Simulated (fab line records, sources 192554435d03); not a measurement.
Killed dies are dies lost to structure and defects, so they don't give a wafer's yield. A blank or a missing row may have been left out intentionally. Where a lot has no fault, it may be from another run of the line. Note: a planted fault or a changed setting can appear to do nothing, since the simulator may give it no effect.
Comparing a struck lot with a sound one    flow n5Finfet    14 out of 1938 route steps
Sound: the wafers L746.3, L746.4, L746.5. Wafers struck: L756.2, L756.4, L756.5. The cause comes at the end.
Order at every step that has rows: each side's tool, ch and its chambers, its first start. Under that, the readings that differ: sound wafers    struck wafers    difference of the means    sigmas: that difference in standard deviations of wafers without a fault.
alike: words and numbers the same on both sides, and readings whose means are apart by under 2 such deviations; not compared: readings that were withheld, readings missing a value for some wafer, numbers with overlapping values and no deviation given by the record, and bounds like >300 which may hide the same value.
A row with sigmas, a row that says differs or no value, or rows on one side alone: a step with any of these is where the two part. Numbers that don't overlap but have no deviation are shown without sigmas and don't part them. A reading that every wafer of one side lacks parts them only if that side has two wafers or more.

first, 3 steps without rows for these wafers: N5_SD_EPI_P_PRECLEAN_51 (cleans in NF3:NH3, afs cycles 1, time 20 s, sublimation time 60 s); N5_SD_EPI_P_VAPOR_ETCH_44 (etches SiGe30 in NF3/Ar, time 3.3 s); N5_SD_EPI_P_EPI_21 (deposits SiGe:B, time 355 s).
N5_SD_EPI_P_EPI_MEAS_23:
  sound: filmMetro-02 at day 4 10:07; struck: filmMetro-02 at day 6 20:22
  alike: thkNm
then, 6 steps without rows for these wafers: N5_SD_EPI_P_HM_STRIP_48 (strips SiNx in H3PO4, material SiNx, target depth 3 nm); N5_SD_EPI_P_SRD_49 (time 30 s); N5_SD_EPI_P_PRECLEAN_24 (cleans in O3/DIW, time 45 s); N5_SD_EPI_P_PRECLEAN_32 (cleans in dHF, time 10 s); N5_SD_EPI_P_PRECLEAN_33 (cleans in SC2, time 45 s); N5_SD_EPI_P_SRD_25 (time 30 s).
N5_SD_EPI_P_INSPECT_26: inspects for defects (darkfield).
  sound: defectInspect-01 at day 4 10:17; struck: defectInspect-02 at day 6 20:32
reading         sound        struck       difference  sigmas
rawDefectCount  122 133 118  203 234 210  +91         +2
N5_SD_ACTIVATION_RTA_00: time 0 s.
  sound on rtpAnneal-01 ch 0, day 4 10:22; struck on rtpAnneal-02 ch 0, day 6 20:46
  alike: lampPowerPct, lamp_zone_6_pct, wafer_temp_C_max
N5_SD_ACTIVATION_LSA_01: time 0.0008 s.
  sound on laserAnneal-01 ch 0, day 4 10:34; struck on laserAnneal-01 ch 0, day 6 20:58
reading           sound                 struck                difference  sigmas
wafer_temp_C_max  1087.6 1087.4 1089.4  1132.5 1132.3 1131.0  +43.8       +34
N5_PASSIVATION_PROBE_49:
  rows exist in the record for the sound wafers here (prober-01, day 12 18:14), none for the struck ones

WHERE THEY PART
Earliest at N5_SD_EPI_P_INSPECT_26; latest, in this record, at N5_PASSIVATION_PROBE_49.

WHY: the cause the simulator had injected
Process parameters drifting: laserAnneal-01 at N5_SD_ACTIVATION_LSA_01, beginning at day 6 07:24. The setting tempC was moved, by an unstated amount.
